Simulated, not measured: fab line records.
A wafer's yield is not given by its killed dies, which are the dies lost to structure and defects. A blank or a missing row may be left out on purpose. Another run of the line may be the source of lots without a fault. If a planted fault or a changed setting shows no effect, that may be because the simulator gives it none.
Chamber matching	flow nand_harc	rie_diel-05 running NHARC_P_M1_DESCUM_14: 4 sister chambers
The step chemistry O2, time 3 s. 4 wafers are shown with their chamber, then 7 later ones without.

## WAFERS, EACH WITH ITS CHAMBER
wafer	chamber	showerhead_plenum_p_Torr (Torr)
L078.4	2	2.05
L084.6	0	1.96
L095.1	3	2.02
L095.2	1	1.84

## WAFERS WITHOUT THEIR CHAMBER
wafer	showerhead_plenum_p_Torr (Torr)
L095.4	2.04
L094.3	2.02
L094.4	1.96
L094.5	1.96
L097.1	2.04
L097.5	2.04
L097.6	2.02

## THE CHAMBER EACH PASSED THROUGH
wafer	from the rows above	in truth
L095.4	can't be placed: 2 or 3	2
L094.3	3	3
L094.4	0	0
L094.5	0	0
L097.1	can't be placed: 2 or 3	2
L097.5	can't be placed: 2 or 3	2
L097.6	3	3
Correctly placed: 4 of 7. Unplaceable from these rows: 3, with the true chamber sitting among the candidates in 3. Number placed wrongly: 0.
How it was worked out, from the rows above alone: a wafer's distance from a chamber is the root of the sum, over the readings, of the square of ((its reading less the chamber's mean) divided by the reading's scatter). If the next closest chamber is less than 2 further off than the closest, the wafer can't be placed; otherwise it belongs to the closest. A chamber's mean is the mean of its shown wafers. The scatter: root of mean squared gap, hidden wafer to nearest shown wafer, with one shown wafer a chamber.
